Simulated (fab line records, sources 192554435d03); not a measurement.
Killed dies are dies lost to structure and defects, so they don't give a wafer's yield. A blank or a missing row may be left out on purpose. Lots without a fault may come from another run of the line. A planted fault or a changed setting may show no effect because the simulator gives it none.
Chamber matching | flow n5_finfet | N5_BEOL_M10_ALD_74 on ald_metal-04: 4 sister chambers
The step deposits TaN, target thk 2 nm, pulse time 2 s, purge time 3 s. 7 wafers are shown with their chamber, then 7 later ones without.

WAFERS WITH THEIR CHAMBER
wafer  | chamber | heater_power_w (W) | susceptor_temp_C (C)
L086.1 | 3       | 397                | 274.86
L086.2 | 0       | 437                | 274.69
L091.2 | 1       | 482                | 275.06
L091.4 | 2       | 417                | 275.19
L091.5 | 1       | 486                | 275.02
L093.1 | 2       | 414                | 274.85
L093.3 | 3       | 396                | 275.07

WAFERS WITHOUT THEIR CHAMBER
wafer  | heater_power_w (W) | susceptor_temp_C (C)
L093.6 | 439                | 275.05
L095.3 | 489                | 274.98
L095.4 | 416                | 274.99
L095.5 | 489                | 275.06
L097.1 | 401                | 275.02
L097.2 | 396                | 275.04
L097.3 | 484                | 275.28

WHICH CHAMBER EACH WENT THROUGH
wafer  | from the rows above | in truth
L093.6 | 0                   | 0
L095.3 | 1                   | 1
L095.4 | 2                   | 2
L095.5 | 1                   | 1
L097.1 | 3                   | 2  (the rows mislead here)
L097.2 | 3                   | 3
L097.3 | 1                   | 1
Placed correctly: 6 of 7. Can't be placed from these rows: 0. Placed wrongly: 1.
How it was worked out, from the rows above alone: a wafer's distance from a chamber is the root of the sum, over the readings, of the square of ((its reading less the chamber's mean) divided by the reading's scatter). The wafer belongs to the nearest chamber; if the next one is less than 2 further off, it can't be placed. A chamber's mean is the mean of its shown wafers. The scatter: the root of (the sum of the squares of (reading less its chamber's mean) over the shown wafers, divided by (wafers less chambers)).
